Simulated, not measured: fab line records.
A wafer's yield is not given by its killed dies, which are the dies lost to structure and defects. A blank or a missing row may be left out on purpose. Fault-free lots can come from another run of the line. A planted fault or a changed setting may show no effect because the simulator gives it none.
Chamber matching    flow n5_finfet    rie_diel-05 running N5_FIN_SAQP_HM_OPEN_33: 4 sister chambers
The step chemistry CH3F/O2, target SiNx, target depth 49.4 nm, time 70.6 s. 4 wafers are shown with their chamber, then 8 later ones without.

== WAFERS, EACH WITH ITS CHAMBER ==
wafer   chamber  drypump_motor_current_A (A)
L081.6  1        5.6
L088.1  3        5.2
L088.3  0        5.8
L089.2  2        6.5

== WAFERS MISSING THEIR CHAMBER ==
wafer   drypump_motor_current_A (A)
L089.4  5.6
L089.5  5.2
L093.2  5.6
L093.4  6.6
L093.6  5.2
L092.1  5.7
L092.2  5.2
L092.3  5.8

== WHICH CHAMBER EACH WENT THROUGH ==
wafer   from the rows above      in truth
L089.4  1                        1
L089.5  3                        3
L093.2  1                        1
L093.4  2                        2
L093.6  3                        3
L092.1  can't be placed: 0 or 1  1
L092.2  3                        3
L092.3  0                        0
Placed correctly: 7 of 8. Not placeable from these rows: 1 (in 1, the candidates include the true chamber). Placed wrongly: 0.
How it was worked out, from the rows above alone: a wafer's distance from a chamber is the root of the sum, over the readings, of the square of ((its reading less the chamber's mean) divided by the reading's scatter). The wafer belongs to the nearest chamber; if the next one is less than 2 further off, it can't be placed. The mean given for a chamber averages the wafers shown for that chamber. The scatter (one wafer shown for each chamber): square how far every hidden wafer sits from the nearest shown wafer, average those squares and take the square root.
